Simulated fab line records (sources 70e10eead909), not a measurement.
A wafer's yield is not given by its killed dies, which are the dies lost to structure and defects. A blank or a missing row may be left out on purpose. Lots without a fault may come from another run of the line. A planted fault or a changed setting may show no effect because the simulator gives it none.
Chamber matching / flow nandHarc / NHARC_P_CONTACT_CMP_24 on cmp-03: 4 sister chambers
The step polishes, t overpolish 30 s, target thk 200 nm. 4 wafers are shown with their chamber, then 9 later ones without.

WAFERS PAIRED WITH THEIR CHAMBERS
wafer=L076.1; chamber=1; motorCurrentA (A)=11.4
wafer=L085.1; chamber=3; motorCurrentA (A)=12.3
wafer=L085.4; chamber=0; motorCurrentA (A)=14.9
wafer=L085.6; chamber=2; motorCurrentA (A)=13.1

WAFERS WITHOUT THEIR CHAMBER
wafer=L086.1; motorCurrentA (A)=10.7
wafer=L086.2; motorCurrentA (A)=12.4
wafer=L086.4; motorCurrentA (A)=14.9
wafer=L091.4; motorCurrentA (A)=14.1
wafer=L091.5; motorCurrentA (A)=15.0
wafer=L091.6; motorCurrentA (A)=11.8
wafer=L095.1; motorCurrentA (A)=12.7
wafer=L095.2; motorCurrentA (A)=11.4
wafer=L095.3; motorCurrentA (A)=12.0

EACH ONE'S CHAMBER
wafer=L086.1; from the rows above=1; in truth=1
wafer=L086.2; from the rows above=can't be placed: 3 or 2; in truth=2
wafer=L086.4; from the rows above=0; in truth=0
wafer=L091.4; from the rows above=can't be placed: 0 or 2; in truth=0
wafer=L091.5; from the rows above=0; in truth=0
wafer=L091.6; from the rows above=can't be placed: 1 or 3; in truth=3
wafer=L095.1; from the rows above=can't be placed: 3 or 2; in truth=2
wafer=L095.2; from the rows above=1; in truth=1
wafer=L095.3; from the rows above=can't be placed: 3 or 1 or 2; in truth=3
Correct placement for 4 of the 9. Not placeable from these rows: 5 (in 5, the candidates include the true chamber). 0 placed wrongly.
How it was worked out, from the rows above alone: a wafer's distance from a chamber is the root of the sum, over the readings, of the square of ((its reading less the chamber's mean) divided by the reading's scatter). The wafer belongs to the nearest chamber; if the next one is less than 2 further off, it can't be placed. A chamber's mean is the mean of its shown wafers. The scatter: with one shown wafer a chamber, the root of the mean of the squares of how far each hidden wafer lies from its nearest shown one.
